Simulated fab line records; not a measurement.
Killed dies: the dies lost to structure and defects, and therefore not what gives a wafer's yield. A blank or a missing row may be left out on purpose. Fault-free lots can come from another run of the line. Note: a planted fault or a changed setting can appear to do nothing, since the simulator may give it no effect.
Matching of chambers    flow nand harc    pecvd-02 running NHARC_P_M0_DEP_32: 3 sister chambers
The step deposits SiCN, target thk 30 nm. 6 wafers are shown with their chamber, then 12 later ones without.

WAFERS, EACH WITH ITS CHAMBER
wafer   chamber  heater power w (W)
L084.2  1        627
L085.3  1        612
L085.5  2        648
L088.3  0        623
L088.4  2        655
L088.6  0        623

WAFERS WITHOUT THEIR CHAMBER
wafer   heater power w (W)
L089.1  666
L089.5  593
L089.6  647
L092.1  561
L092.3  597
L092.4  578
L094.1  605
L094.2  524
L094.5  737
L095.2  682
L095.4  593
L095.6  711

WHICH CHAMBER EACH WENT THROUGH
wafer    from the rows above       in truth
L089.1   2                         2
L089.5   can't be placed: 1 or 0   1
L089.6   2                         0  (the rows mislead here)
L092.1   can't be placed: 1 or 0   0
L092.3   can't be placed: 1 or 0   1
L092.4   can't be placed: 1 or 0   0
L094.1   can't be placed: 1 or 0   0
L094.2   can't be placed: 1 or 0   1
L094.5   2                         2
L095.2   2                         2
L095.4   can't be placed: 1 or 0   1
L095.6   2                         2
Correct placement for 4 of the 12. Not placeable from these rows: 7 (in 7, the candidates include the true chamber). Wrongly placed: 1.
How it was worked out, from the rows above alone: a wafer's distance from a chamber is the root of the sum, over the readings, of the square of ((its reading less the chamber's mean) divided by the reading's scatter). If the next closest chamber is less than 2 further off than the closest, the wafer can't be placed; otherwise it belongs to the closest. For every chamber, the mean is computed from those of its wafers that are shown. The scatter: take each reading less its chamber's mean, square it, sum over the shown wafers, divide by the number of wafers less the number of chambers, and take the root.
